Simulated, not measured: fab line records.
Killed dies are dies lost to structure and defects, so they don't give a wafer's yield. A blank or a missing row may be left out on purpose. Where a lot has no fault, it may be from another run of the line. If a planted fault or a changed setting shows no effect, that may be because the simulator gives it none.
Chamber matching / flow n5 finfet / N5_BEOL_M8_DESCUM_16 on rie diel-05 has 4 sister chambers
The step chemistry O2, time 7.9 s. 16 wafers are shown with their chamber, then 8 later ones without.

WAFERS, EACH WITH ITS CHAMBER
wafer=L074.1; chamber=2; drypump motor current A (A)=5.9; showerhead plenum p Torr (Torr)=2.18; throttle valve pct (%)=20.45
wafer=L074.2; chamber=1; drypump motor current A (A)=5.5; showerhead plenum p Torr (Torr)=1.97; throttle valve pct (%)=20.40
wafer=L074.3; chamber=0; drypump motor current A (A)=4.9; showerhead plenum p Torr (Torr)=2.11; throttle valve pct (%)=20.05
wafer=L077.3; chamber=3; drypump motor current A (A)=5.7; showerhead plenum p Torr (Torr)=2.20; throttle valve pct (%)=20.16
wafer=L077.4; chamber=2; drypump motor current A (A)=5.9; showerhead plenum p Torr (Torr)=2.17; throttle valve pct (%)=20.43
wafer=L077.6; chamber=0; drypump motor current A (A)=5.0; showerhead plenum p Torr (Torr)=2.11; throttle valve pct (%)=20.05
wafer=L078.2; chamber=1; drypump motor current A (A)=5.5; showerhead plenum p Torr (Torr)=1.97; throttle valve pct (%)=20.40
wafer=L078.4; chamber=2; drypump motor current A (A)=5.9; showerhead plenum p Torr (Torr)=2.17; throttle valve pct (%)=20.42
wafer=L078.5; chamber=3; drypump motor current A (A)=5.7; showerhead plenum p Torr (Torr)=2.20; throttle valve pct (%)=20.18
wafer=L083.1; chamber=3; drypump motor current A (A)=5.7; showerhead plenum p Torr (Torr)=2.20; throttle valve pct (%)=20.20
wafer=L083.2; chamber=0; drypump motor current A (A)=5.0; showerhead plenum p Torr (Torr)=2.11; throttle valve pct (%)=20.03
wafer=L083.5; chamber=1; drypump motor current A (A)=5.5; showerhead plenum p Torr (Torr)=1.96; throttle valve pct (%)=20.42
wafer=L087.1; chamber=0; drypump motor current A (A)=4.9; showerhead plenum p Torr (Torr)=2.10; throttle valve pct (%)=20.08
wafer=L087.2; chamber=2; drypump motor current A (A)=5.9; showerhead plenum p Torr (Torr)=2.17; throttle valve pct (%)=20.48
wafer=L087.6; chamber=3; drypump motor current A (A)=5.7; showerhead plenum p Torr (Torr)=2.19; throttle valve pct (%)=20.22
wafer=L089.3; chamber=1; drypump motor current A (A)=5.5; showerhead plenum p Torr (Torr)=1.96; throttle valve pct (%)=20.43

SIGNATURES, as means of the wafers listed above
reading=drypump motor current A; chamber 0=4.950; chamber 1=5.500; chamber 2=5.900; chamber 3=5.700; scatter within a chamber=0.0289
reading=showerhead plenum p Torr; chamber 0=2.1075; chamber 1=1.9650; chamber 2=2.1725; chamber 3=2.1975; scatter within a chamber=0.0052
reading=throttle valve pct; chamber 0=20.0525; chamber 1=20.4125; chamber 2=20.4450; chamber 3=20.1900; scatter within a chamber=0.0225
Rule: a wafer lies at a distance from a chamber equal to the root of the sum of squares, over the readings, of (its reading less the chamber's mean, divided by the reading's scatter). The wafer belongs to the nearest chamber; if the next one is less than 2 further off, it can't be placed. The scatter: take each reading less its chamber's mean, square it, sum over the shown wafers, divide by the number of wafers less the number of chambers, and take the root.

WAFERS WHOSE CHAMBER IS MISSING
wafer=L089.4; drypump motor current A (A)=5.0; showerhead plenum p Torr (Torr)=2.10; throttle valve pct (%)=20.08
wafer=L089.5; drypump motor current A (A)=5.9; showerhead plenum p Torr (Torr)=2.16; throttle valve pct (%)=20.48
wafer=L092.2; drypump motor current A (A)=4.9; showerhead plenum p Torr (Torr)=2.10; throttle valve pct (%)=20.08
wafer=L092.5; drypump motor current A (A)=5.9; showerhead plenum p Torr (Torr)=2.16; throttle valve pct (%)=20.48
wafer=L092.6; drypump motor current A (A)=5.5; showerhead plenum p Torr (Torr)=1.96; throttle valve pct (%)=20.44
wafer=L093.1; drypump motor current A (A)=5.9; showerhead plenum p Torr (Torr)=2.16; throttle valve pct (%)=20.48
wafer=L093.2; drypump motor current A (A)=5.7; showerhead plenum p Torr (Torr)=2.19; throttle valve pct (%)=20.23
wafer=L093.3; drypump motor current A (A)=5.5; showerhead plenum p Torr (Torr)=1.96; throttle valve pct (%)=20.44

WHICH CHAMBER EACH ONE RAN IN
wafer=L089.4; from the rows above=0; in truth=0
wafer=L089.5; from the rows above=2; in truth=2
wafer=L092.2; from the rows above=0; in truth=0
wafer=L092.5; from the rows above=2; in truth=2
wafer=L092.6; from the rows above=1; in truth=1
wafer=L093.1; from the rows above=2; in truth=2
wafer=L093.2; from the rows above=3; in truth=3
wafer=L093.3; from the rows above=1; in truth=1
Placed correctly: 8 of 8. From these rows, 0 cannot be placed. Wrongly placed: 0.
